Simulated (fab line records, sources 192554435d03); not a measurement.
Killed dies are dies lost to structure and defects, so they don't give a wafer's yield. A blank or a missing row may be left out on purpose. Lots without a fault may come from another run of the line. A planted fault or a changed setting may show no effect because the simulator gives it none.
A struck lot beside a sound one | flow n5_finfet | 21 steps out of a route of 1938
Sound: wafers L916.1, L916.4, L916.6. Struck: wafer L926.3. (L926.6 of the same lot was not struck and is left out.) The cause comes at the end.
At each step with rows: each side's tool, then ch and its chambers, then its first start. Under that, the readings that differ: sound wafers | struck wafers | difference of the means | sigmas: that difference in standard deviations of wafers without a fault.
alike: readings whose means differ by less than 2 such deviations, and words and numbers that are the same on both sides. not compared: withheld readings, readings that some wafer has no value for, bounds like >300 that may hide the same value, and numbers for which the record gives no deviation and whose values overlap.
The two part at a step that has a row with sigmas, a row that says differs or no value, or rows on one side only. Numbers that don't overlap but have no deviation are shown without sigmas and don't part them. A reading that every wafer of one side lacks parts them only if that side has two wafers or more.

first, 6 steps without rows for these wafers: N5_MOL_CONTACT_COAG_COAT_02 (resist thk 30 nm); N5_MOL_CONTACT_COAG_EBR_04; N5_MOL_CONTACT_COAG_SOFTBAKE_03 (time 60 s); N5_MOL_CONTACT_COAG_EXPOSE_05 (exposes mask CA, defocus 0 nm); N5_MOL_CONTACT_COAG_PEB_06 (peb time 60 s); N5_MOL_CONTACT_COAG_DEVELOP_07 (develop time 30 s).
N5_MOL_CONTACT_COAG_CD_MEAS_08: target cd 28 nm.
  sound on cd_sem-02 ch 0, day 6 10:44; struck on cd_sem-02 ch 0, day 8 23:53
  alike: cd_nm
N5_MOL_CONTACT_COAG_OVL_MEAS_09:
  sound on overlay-02 ch 0, day 6 10:46; struck on overlay-01 ch 0, day 8 23:56
  alike: CA_OVL
N5_MOL_CONTACT_COAG_INSPECT_10: inspects for defects (brightfield).
  sound on defect_inspect-01, day 6 10:49; struck on defect_inspect-01, day 8 23:59
  alike: raw_defect_count
N5_MOL_CONTACT_COAG_DESCUM_13: chemistry O2, time 7 s.
  sound on rie_diel-06 ch 1,3, day 6 10:51; struck on rie_diel-04 ch 1, day 9 00:14
  reading                     | sound       | struck | difference | sigmas
  drypump_motor_current_A (A) | 6.5 5.7 6.5 | 5.4    | -0.8       | -2
  alike: oes_product_au, rf_vpp_V, showerhead_plenum_p_Torr, throttle_valve_pct
  not compared: rf_hours_counter_h
then, 1 step without rows for these wafers: N5_MOL_CONTACT_COAG_ETCH_59 (etches underlayer in N2/H2, target depth 13 nm, time 10.4 s).
N5_MOL_CONTACT_COAG_ETCH_105: etches SiARC in CF4, target depth 15.6 nm, time 26 s.
  sound on rie_diel-06 ch 1,3, day 6 10:55; struck on rie_diel-04 ch 1, day 9 00:17
  reading                     | sound       | struck | difference | sigmas
  drypump_motor_current_A (A) | 6.5 5.7 6.5 | 5.4    | -0.8       | -2
  alike: etch_rf_on_time_s, oes_product_au, rf_vpp_V, showerhead_plenum_p_Torr, throttle_valve_pct
  not compared: rf_hours_counter_h
N5_MOL_CONTACT_COAG_ETCH_106: etches SOC in N2/H2, target depth 80 nm, overetch 16 nm, time 120 s.
  sound on rie_diel-06 ch 1,3, day 6 10:56; struck on rie_diel-04 ch 1, day 9 00:19
  reading                                              | sound             | struck | difference | sigmas
  drypump_motor_current_A (A)                          | 6.5 5.7 6.5       | 5.4    | -0.8       | -2
  throttle_valve_pct (%)                               | 17.71 17.44 17.71 | 18.22  | +0.60      | +2
  model.SiARC_of_MOL_CONTACT_COAG_COAT_104.thk_nm (nm) | 5.8 6.4 5.8       | 4      | -2         |
  model.MOL_CONTACT_COAG.cd_offset_nm (nm)             | 0.2 0 0.2         | 1      | +1         |
  alike: oes_product_au, rf_vpp_V, showerhead_plenum_p_Torr
  not compared: rf_hours_counter_h
then, 2 steps without rows for these wafers: N5_MOL_CONTACT_COAG_STRIP_107 (strips in N2/H2); N5_MOL_CONTACT_COAG_STRIP_108 (strips in N2/H2).
N5_MOL_CONTACT_COAG_CONTACT_ETCH_14: etches SiO2 in C4F6/O2, target depth 27.5 nm, overetch 8.5 nm, time 20 s.
  sound on rie_diel-06 ch 1,3, day 6 11:02; struck on rie_diel-04 ch 1, day 9 00:25
  reading                     | sound       | struck | difference | sigmas
  drypump_motor_current_A (A) | 6.5 5.7 6.5 | 5.4    | -0.8       | -2
  alike: oes_o_777_au, oes_product_au, rf_vpp_V, showerhead_plenum_p_Torr, throttle_valve_pct
  not compared: rf_hours_counter_h
then, 1 step without rows for these wafers: N5_MOL_CONTACT_COAG_STRIP_109 (strips in C4F6/O2).
N5_MOL_CONTACT_COAG_ETCH_15: etches SiNx in CH3F/O2, stops on Si:P, target depth 7 nm.
  sound on rie_diel-06 ch 1,3, day 6 11:04; struck on rie_diel-04 ch 1, day 9 00:26
  reading                     | sound       | struck | difference | sigmas
  drypump_motor_current_A (A) | 6.5 5.7 6.5 | 5.4    | -0.8       | -2
  alike: oes_o_777_au, oes_product_au, rf_vpp_V, showerhead_plenum_p_Torr, throttle_valve_pct
  not compared: rf_hours_counter_h
N5_MOL_CONTACT_COAG_ETCH_110: etches Si in CF4/O2, target depth 2.5 nm, time 8 s.
  sound on rie_diel-06 ch 1,3, day 6 11:08; struck on rie_diel-04 ch 1, day 9 00:30
  reading                                  | sound       | struck | difference | sigmas
  drypump_motor_current_A (A)              | 6.5 5.7 6.5 | 5.4    | -0.8       | -2
  model.MOL_CONTACT_COAG.cd_offset_nm (nm) | -0.2 -0.2 0 | 1      | +1         |
  alike: oes_o_777_au, oes_product_au, rf_vpp_V, showerhead_plenum_p_Torr, throttle_valve_pct
  not compared: rf_hours_counter_h
N5_MOL_CONTACT_COAG_STRIP_98: strips in N2/H2.
  sound on rie_diel-06 ch 1,3, day 6 11:11; struck on rie_diel-04 ch 1, day 9 00:33
  reading                     | sound          | struck | difference | sigmas
  drypump_motor_current_A (A) | 6.5 5.7 6.5    | 5.4    | -0.8       | -2
  throttle_valve_pct (%)      | 18.8 18.3 18.7 | 20.0   | +1.4       | +3
  alike: oes_product_au, rf_vpp_V, showerhead_plenum_p_Torr
  not compared: rf_hours_counter_h
-- the record jumps here: 4 days lie between the struck wafers' starts before and after (it left off in module MOL_CONTACT_COAG and takes up again in module BEOL_M4, whose first step shown is number 1111 of the route) --
N5_BEOL_M4_RC_MEAS_101:
  sound on prober-02 ch 0, day 9 07:37; struck on prober-02 ch 0, day 13 11:28
  reading       | sound          | struck | difference | sigmas
  DIBL_N (mV/V) | 37.1 38.9 34.2 | 32.7   | -4.0       | -2
  alike: DIBL_P, IOFF_N, IOFF_P, ION_N, ION_P, SS_N, SS_P, VT_N, VT_P

WHERE THEY PART
First at N5_MOL_CONTACT_COAG_DESCUM_13; last, within this record, at N5_BEOL_M4_RC_MEAS_101.

WHY: what the simulator had put in
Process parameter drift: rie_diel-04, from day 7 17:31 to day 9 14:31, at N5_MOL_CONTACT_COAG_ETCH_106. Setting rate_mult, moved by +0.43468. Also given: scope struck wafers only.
